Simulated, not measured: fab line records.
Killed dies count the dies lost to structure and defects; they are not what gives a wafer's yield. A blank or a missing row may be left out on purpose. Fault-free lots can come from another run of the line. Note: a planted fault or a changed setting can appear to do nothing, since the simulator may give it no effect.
Which tool was responsible? / flow nandHarc / 36 wafers from 12 lots sampled at 5 of the route's 1159 steps

WHAT THE GAUGES READ, wafer by wafer
NHARC_END_SORT_01. Usual: defectLimitedYield 95.7 %, standard deviation 1.6; killedAtArray 25, standard deviation 9.7; killedAtOther 0.7, standard deviation 0.87; killedAtPeriphery 3.3, standard deviation 2.3; killedDies 29, standard deviation 11; killedOpen 3.6, standard deviation 2.1; killedShort 2.3, standard deviation 1.7; sort_bin_2_pct 1.4 %, standard deviation 0.62; sort_bin_3_pct 0.25 %, standard deviation 0.21; sort_bin_4_pct 2.7 %, standard deviation 1; sortNPass 648, standard deviation 11; sortRimYieldPct 94 %, standard deviation 3.2; sortYieldPct 95.7 %, standard deviation 1.6.
lot=L486; measured=day 19 17:58; on=prober-01; defectLimitedYield (%)=95.9 97.6 96.5; killedAtArray=27 16 19; killedAtOther=0 0 2; killedAtPeriphery=1 0 3; killedDies=28 16 24; killedOpen=6 5 3; killedShort=2 2 2; sort_bin_2_pct (%)=1.0 1.0 1.3; sort_bin_3_pct (%)=0.59 0.15 0.30; sort_bin_4_pct (%)=2.5 1.2 1.9; sortNPass=649 661 653; sortRimYieldPct (%)=94 98 98; sortYieldPct (%)=95.9 97.6 96.5; flag=
lot=L488; measured=day 19 21:23; on=prober-02; defectLimitedYield (%)=96.2 95.9 97.6; killedAtArray=22 23 12; killedAtOther=0 1 0; killedAtPeriphery=4 4 4; killedDies=26 28 16; killedOpen=1 3 1; killedShort=1 3 2; sort_bin_2_pct (%)=1.3 1.3 0.9; sort_bin_3_pct (%)=0 0.59 0.30; sort_bin_4_pct (%)=2.5 2.2 1.2; sortNPass=651 649 661; sortRimYieldPct (%)=92 92 94; sortYieldPct (%)=96.2 95.9 97.6; flag=
lot=L489; measured=day 19 11:49; on=prober-01; defectLimitedYield (%)=98.7 98.1 97.6; killedAtArray=7 11 13; killedAtOther=1 1 1; killedAtPeriphery=1 1 2; killedDies=9 13 16; killedOpen=2 5 3; killedShort=0 0 2; sort_bin_2_pct (%)=0.6 0 0.4; sort_bin_3_pct (%)=0.15 0.15 0.44; sort_bin_4_pct (%)=0.6 1.8 1.5; sortNPass=668 664 661; sortRimYieldPct (%)=100 97 99; sortYieldPct (%)=98.7 98.1 97.6; flag=
lot=L490; measured=day 20 15:05; on=prober-01; defectLimitedYield (%)=94.1 94.5 96.6; killedAtArray=36 32 21; killedAtOther=0 0 1; killedAtPeriphery=4 5 1; killedDies=40 37 23; killedOpen=8 6 2; killedShort=2 1 1; sort_bin_2_pct (%)=1.9 2.1 1.2; sort_bin_3_pct (%)=0.30 0.30 0.15; sort_bin_4_pct (%)=3.7 3.1 2.1; sortNPass=637 640 654; sortRimYieldPct (%)=86 94 93; sortYieldPct (%)=94.1 94.5 96.6; flag=
lot=L491; measured=day 20 07:16; on=prober-02; defectLimitedYield (%)=98.7 97.9 98.5; killedAtArray=6 12 6; killedAtOther=0 0 0; killedAtPeriphery=3 2 4; killedDies=9 14 10; killedOpen=1 4 2; killedShort=1 2 1; sort_bin_2_pct (%)=0.3 0 0.6; sort_bin_3_pct (%)=0 0 0; sort_bin_4_pct (%)=1.0 2.1 0.9; sortNPass=668 663 667; sortRimYieldPct (%)=98 97 100; sortYieldPct (%)=98.7 97.9 98.5; flag=
lot=L493; measured=day 20 14:20; on=prober-02; defectLimitedYield (%)=95.3 95.3 95.9; killedAtArray=30 30 25; killedAtOther=0 0 0; killedAtPeriphery=2 2 3; killedDies=32 32 28; killedOpen=4 2 8; killedShort=8 2 0; sort_bin_2_pct (%)=1.5 1.6 1.2; sort_bin_3_pct (%)=0.59 0.30 0.15; sort_bin_4_pct (%)=2.7 2.8 2.8; sortNPass=645 645 649; sortRimYieldPct (%)=92 92 95; sortYieldPct (%)=95.3 95.3 95.9; flag=
lot=L495; measured=day 21 00:51; on=prober-01; defectLimitedYield (%)=96.6 95.0 96.6; killedAtArray=20 31 18; killedAtOther=2 1 1; killedAtPeriphery=1 2 4; killedDies=23 34 23; killedOpen=4 6 5; killedShort=1 2 2; sort_bin_2_pct (%)=1.5 2.1 1.5; sort_bin_3_pct (%)=0 0 0.15; sort_bin_4_pct (%)=1.9 3.0 1.8; sortNPass=654 643 654; sortRimYieldPct (%)=94 94 92; sortYieldPct (%)=96.6 95.0 96.6; flag=
lot=L494; measured=day 21 14:43; on=prober-01; defectLimitedYield (%)=94.8 95.7 96.2; killedAtArray=28 22 21; killedAtOther=0 0 0; killedAtPeriphery=7 7 5; killedDies=35 29 26; killedOpen=1 4 3; killedShort=5 1 5; sort_bin_2_pct (%)=1.6 1.5 1.3; sort_bin_3_pct (%)=0.15 0.15 0; sort_bin_4_pct (%)=3.4 2.7 2.5; sortNPass=642 648 651; sortRimYieldPct (%)=96 93 97; sortYieldPct (%)=94.8 95.7 96.2; flag=
lot=L496; measured=day 21 16:22; on=prober-02; defectLimitedYield (%)=94.7 93.6 92.9; killedAtArray=30 30 36; killedAtOther=1 1 2; killedAtPeriphery=5 12 10; killedDies=36 43 48; killedOpen=1 5 3; killedShort=4 3 2; sort_bin_2_pct (%)=1.3 2.2 1.9; sort_bin_3_pct (%)=0.59 0.30 0.30; sort_bin_4_pct (%)=3.4 3.8 4.9; sortNPass=641 634 629; sortRimYieldPct (%)=89 89 89; sortYieldPct (%)=94.7 93.6 92.9; flag=
lot=L497; measured=day 22 19:07; on=prober-02; defectLimitedYield (%)=96.8 96.0 96.2; killedAtArray=19 23 22; killedAtOther=0 0 0; killedAtPeriphery=3 4 4; killedDies=22 27 26; killedOpen=3 3 1; killedShort=2 2 4; sort_bin_2_pct (%)=1.0 2.4 1.0; sort_bin_3_pct (%)=0 0.15 0.59; sort_bin_4_pct (%)=2.2 1.5 2.2; sortNPass=655 650 651; sortRimYieldPct (%)=96 94 92; sortYieldPct (%)=96.8 96.0 96.2; flag=
lot=L500; measured=day 22 04:09; on=prober-01; defectLimitedYield (%)=95.7 94.8 83.0; killedAtArray=26 29 25; killedAtOther=0 0 1; killedAtPeriphery=3 6 89; killedDies=29 35 115; killedOpen=4 4 7; killedShort=9 4 4; sort_bin_2_pct (%)=1.0 1.8 7.2; sort_bin_3_pct (%)=0.30 0.44 4.73; sort_bin_4_pct (%)=3.0 3.0 5.0; sortNPass=648 642 562; sortRimYieldPct (%)=90 93 75; sortYieldPct (%)=95.7 94.8 83.0; flag=OFF
lot=L503; measured=day 23 22:35; on=prober-02; defectLimitedYield (%)=93.9 92.9 82.4; killedAtArray=39 44 35; killedAtOther=1 0 0; killedAtPeriphery=1 4 84; killedDies=41 48 119; killedOpen=2 6 2; killedShort=1 2 4; sort_bin_2_pct (%)=2.2 2.5 5.5; sort_bin_3_pct (%)=0.44 0.15 6.06; sort_bin_4_pct (%)=3.4 4.4 6.1; sortNPass=636 629 558; sortRimYieldPct (%)=92 91 80; sortYieldPct (%)=93.9 92.9 82.4; flag=OFF

WHICH TOOL RAN EACH LOT (tool, then ch and the chambers of the sampled wafers, then the start)
lot=L486; NHARC_P_M1_PVD_21=pvdSputter-01, day 6 01:53; NHARC_THIN_TSV_STRIP_45=plasmaAsher-02 ch 0,1, day 18 21:56; NHARC_THIN_TSV_CMP_21=cmp-04 ch 1,2,3, day 19 01:17; NHARC_THIN_TSV_PRE_CLEAN_54=pvdSputter-03, day 19 01:46
lot=L488; NHARC_P_M1_PVD_21=pvdSputter-03, day 6 15:22; NHARC_THIN_TSV_STRIP_45=plasmaAsher-01 ch 0,1, day 19 03:42; NHARC_THIN_TSV_CMP_21=cmp-03 ch 1,2,3, day 19 06:52; NHARC_THIN_TSV_PRE_CLEAN_54=pvdSputter-01, day 19 07:25
lot=L489; NHARC_P_M1_PVD_21=pvdSputter-01, day 6 18:31; NHARC_THIN_TSV_STRIP_45=plasmaAsher-01 ch 0,1, day 18 20:53; NHARC_THIN_TSV_CMP_21=cmp-04 ch 1,2, day 19 00:05; NHARC_THIN_TSV_PRE_CLEAN_54=pvdSputter-03, day 19 00:37
lot=L490; NHARC_P_M1_PVD_21=pvdSputter-02, day 7 05:01; NHARC_THIN_TSV_STRIP_45=plasmaAsher-02 ch 0,1, day 20 00:08; NHARC_THIN_TSV_CMP_21=cmp-04 ch 0,1,3, day 20 04:01; NHARC_THIN_TSV_PRE_CLEAN_54=pvdSputter-03, day 20 04:28
lot=L491; NHARC_P_M1_PVD_21=pvdSputter-03, day 7 05:52; NHARC_THIN_TSV_STRIP_45=plasmaAsher-01 ch 0,1, day 19 16:42; NHARC_THIN_TSV_CMP_21=cmp-04 ch 1,2,3, day 19 20:09; NHARC_THIN_TSV_PRE_CLEAN_54=pvdSputter-03, day 19 20:39
lot=L493; NHARC_P_M1_PVD_21=pvdSputter-03, day 7 12:45; NHARC_THIN_TSV_STRIP_45=plasmaAsher-02 ch 0,1, day 20 01:25; NHARC_THIN_TSV_CMP_21=cmp-02 ch 1,2,3, day 20 04:44; NHARC_THIN_TSV_PRE_CLEAN_54=pvdSputter-01, day 20 05:16
lot=L495; NHARC_P_M1_PVD_21=pvdSputter-02, day 8 05:44; NHARC_THIN_TSV_STRIP_45=plasmaAsher-01 ch 1, day 20 10:56; NHARC_THIN_TSV_CMP_21=cmp-02 ch 0,1, day 20 14:13; NHARC_THIN_TSV_PRE_CLEAN_54=pvdSputter-02, day 20 14:44
lot=L494; NHARC_P_M1_PVD_21=pvdSputter-01, day 8 08:26; NHARC_THIN_TSV_STRIP_45=plasmaAsher-02 ch 0,1, day 21 00:08; NHARC_THIN_TSV_CMP_21=cmp-02 ch 0,3, day 21 03:25; NHARC_THIN_TSV_PRE_CLEAN_54=pvdSputter-03, day 21 03:58
lot=L496; NHARC_P_M1_PVD_21=pvdSputter-03, day 8 16:29; NHARC_THIN_TSV_STRIP_45=plasmaAsher-02 ch 0,1, day 21 01:11; NHARC_THIN_TSV_CMP_21=cmp-02 ch 0,1,3, day 21 04:29; NHARC_THIN_TSV_PRE_CLEAN_54=pvdSputter-02, day 21 04:58
lot=L497; NHARC_P_M1_PVD_21=pvdSputter-02, day 9 06:58; NHARC_THIN_TSV_STRIP_45=plasmaAsher-01 ch 0,1, day 21 21:40; NHARC_THIN_TSV_CMP_21=cmp-04 ch 0,2,3, day 22 00:58; NHARC_THIN_TSV_PRE_CLEAN_54=pvdSputter-02, day 22 01:31
lot=L500; NHARC_P_M1_PVD_21=pvdSputter-02, day 9 15:14; NHARC_THIN_TSV_STRIP_45=plasmaAsher-01 ch 0,1, day 21 13:08; NHARC_THIN_TSV_CMP_21=cmp-04 ch 1,2,3, day 21 16:26; NHARC_THIN_TSV_PRE_CLEAN_54=pvdSputter-01, day 21 16:53
lot=L503; NHARC_P_M1_PVD_21=pvdSputter-02, day 10 11:07; NHARC_THIN_TSV_STRIP_45=plasmaAsher-01 ch 1, day 23 07:56; NHARC_THIN_TSV_CMP_21=cmp-02 ch 0,1,3, day 23 11:31; NHARC_THIN_TSV_PRE_CLEAN_54=pvdSputter-01, day 23 12:03
- NHARC_P_M1_PVD_21: deposits Cu, target thk 30 nm, time 20.49 s.
- NHARC_THIN_TSV_STRIP_45: strips in O2.
- NHARC_THIN_TSV_CMP_21: polishes, t overpolish 30 s, target thk 2000 nm.
- NHARC_THIN_TSV_PRE_CLEAN_54: time 30 s.

WHAT THE TOOLS THEMSELVES READ (means of the sampled wafers that have a number; where no wafer has one, the mark that the record gives instead)
NHARC_P_M1_PVD_21. Usual: chamberPressurePa 5.001 Pa, standard deviation 0.0095; throttleValvePct 30.2 %, standard deviation 0.96.
lot=L486; tool=pvdSputter-01; chamberPressurePa (Pa)=4.993; throttleValvePct (%)=30.4; flag=
lot=L488; tool=pvdSputter-03; chamberPressurePa (Pa)=4.991; throttleValvePct (%)=31.3; flag=
lot=L489; tool=pvdSputter-01; chamberPressurePa (Pa)=4.997; throttleValvePct (%)=30.3; flag=
lot=L490; tool=pvdSputter-02; chamberPressurePa (Pa)=5.012; throttleValvePct (%)=29.1; flag=
lot=L491; tool=pvdSputter-03; chamberPressurePa (Pa)=5.000; throttleValvePct (%)=30.0; flag=
lot=L493; tool=pvdSputter-03; chamberPressurePa (Pa)=5.002; throttleValvePct (%)=31.5; flag=
lot=L495; tool=pvdSputter-02; chamberPressurePa (Pa)=5.005; throttleValvePct (%)=28.9; flag=
lot=L494; tool=pvdSputter-01; chamberPressurePa (Pa)=4.995; throttleValvePct (%)=30.1; flag=
lot=L496; tool=pvdSputter-03; chamberPressurePa (Pa)=5.014; throttleValvePct (%)=30.9; flag=
lot=L497; tool=pvdSputter-02; chamberPressurePa (Pa)=4.996; throttleValvePct (%)=28.8; flag=
lot=L500; tool=pvdSputter-02; chamberPressurePa (Pa)=5.003; throttleValvePct (%)=29.9; flag=
lot=L503; tool=pvdSputter-02; chamberPressurePa (Pa)=5.008; throttleValvePct (%)=30.1; flag=

NHARC_THIN_TSV_STRIP_45. Usual: drypumpMotorCurrentA 6.0 A, standard deviation 0.51; heaterPowerW 340 W, standard deviation 37.
lot=L486; tool=plasmaAsher-02; drypumpMotorCurrentA (A)=5.5; heaterPowerW (W)=313; flag=
lot=L488; tool=plasmaAsher-01; drypumpMotorCurrentA (A)=6.4; heaterPowerW (W)=358; flag=
lot=L489; tool=plasmaAsher-01; drypumpMotorCurrentA (A)=6.4; heaterPowerW (W)=345; flag=
lot=L490; tool=plasmaAsher-02; drypumpMotorCurrentA (A)=5.7; heaterPowerW (W)=341; flag=
lot=L491; tool=plasmaAsher-01; drypumpMotorCurrentA (A)=6.4; heaterPowerW (W)=339; flag=
lot=L493; tool=plasmaAsher-02; drypumpMotorCurrentA (A)=5.5; heaterPowerW (W)=306; flag=
lot=L495; tool=plasmaAsher-01; drypumpMotorCurrentA (A)=6.3; heaterPowerW (W)=346; flag=
lot=L494; tool=plasmaAsher-02; drypumpMotorCurrentA (A)=5.4; heaterPowerW (W)=310; flag=
lot=L496; tool=plasmaAsher-02; drypumpMotorCurrentA (A)=5.7; heaterPowerW (W)=340; flag=
lot=L497; tool=plasmaAsher-01; drypumpMotorCurrentA (A)=6.4; heaterPowerW (W)=360; flag=
lot=L500; tool=plasmaAsher-01; drypumpMotorCurrentA (A)=6.4; heaterPowerW (W)=354; flag=
lot=L503; tool=plasmaAsher-01; drypumpMotorCurrentA (A)=6.3; heaterPowerW (W)=348; flag=

NHARC_THIN_TSV_CMP_21. Usual: motorCurrentA 11.4 A, standard deviation 1.3; overpolishRunS 30.000 s, standard deviation 0.0087.
lot=L486; tool=cmp-04; motorCurrentA (A)=11.0; overpolishRunS (s)=29.999; flag=
lot=L488; tool=cmp-03; motorCurrentA (A)=13.5; overpolishRunS (s)=30.002; flag=
lot=L489; tool=cmp-04; motorCurrentA (A)=11.5; overpolishRunS (s)=29.999; flag=
lot=L490; tool=cmp-04; motorCurrentA (A)=11.8; overpolishRunS (s)=29.996; flag=
lot=L491; tool=cmp-04; motorCurrentA (A)=11.4; overpolishRunS (s)=30.000; flag=
lot=L493; tool=cmp-02; motorCurrentA (A)=10.6; overpolishRunS (s)=29.999; flag=
lot=L495; tool=cmp-02; motorCurrentA (A)=10.4; overpolishRunS (s)=30.002; flag=
lot=L494; tool=cmp-02; motorCurrentA (A)=11.4; overpolishRunS (s)=29.991; flag=
lot=L496; tool=cmp-02; motorCurrentA (A)=11.3; overpolishRunS (s)=30.004; flag=
lot=L497; tool=cmp-04; motorCurrentA (A)=11.1; overpolishRunS (s)=30.008; flag=
lot=L500; tool=cmp-04; motorCurrentA (A)=11.8; overpolishRunS (s)=30.007; flag=
lot=L503; tool=cmp-02; motorCurrentA (A)=10.8; overpolishRunS (s)=29.996; flag=

NHARC_THIN_TSV_PRE_CLEAN_54. Usual: 415 W for heaterPowerW, sd 65.
lot=L486; tool=pvdSputter-03; heaterPowerW (W)=428; flag=
lot=L488; tool=pvdSputter-01; heaterPowerW (W)=400; flag=
lot=L489; tool=pvdSputter-03; heaterPowerW (W)=388; flag=
lot=L490; tool=pvdSputter-03; heaterPowerW (W)=412; flag=
lot=L491; tool=pvdSputter-03; heaterPowerW (W)=438; flag=
lot=L493; tool=pvdSputter-01; heaterPowerW (W)=409; flag=
lot=L495; tool=pvdSputter-02; heaterPowerW (W)=391; flag=
lot=L494; tool=pvdSputter-03; heaterPowerW (W)=433; flag=
lot=L496; tool=pvdSputter-02; heaterPowerW (W)=409; flag=
lot=L497; tool=pvdSputter-02; heaterPowerW (W)=387; flag=
lot=L500; tool=pvdSputter-01; heaterPowerW (W)=471; flag=
lot=L503; tool=pvdSputter-01; heaterPowerW (W)=460; flag=

THE ANSWER, worked out from the rows above alone
Rule: a lot counts as off when the mean over its wafers that have a number is more than 3 standard deviations away from the usual mean. A lot without any number at a reading at which 4 lots or more have one is off too. All remaining lots with rows at the step are treated as sound. After the gauges, taken in route order, come the tools' own readings; for these a lot's mean is taken, as printed above. The first step at which some lot is off is used, and at that step the reading that is off furthest; a lot without a number counts as furthest.
Off, at NHARC_END_SORT_01 on killedAtPeriphery: L500, L503.
If a tool, at a process step before that reading, ran all the lots that are off and no sound lot after the first of them, it fits. Those tools and the gauges at NHARC_END_SORT_01 are tried in the same way. 2 tools fit, pvdSputter-02 at NHARC_P_M1_PVD_21 and pvdSputter-01 at NHARC_THIN_TSV_PRE_CLEAN_54, so this cannot tell which one it is.

WHAT HAD BEEN PUT IN BY THE SIMULATOR
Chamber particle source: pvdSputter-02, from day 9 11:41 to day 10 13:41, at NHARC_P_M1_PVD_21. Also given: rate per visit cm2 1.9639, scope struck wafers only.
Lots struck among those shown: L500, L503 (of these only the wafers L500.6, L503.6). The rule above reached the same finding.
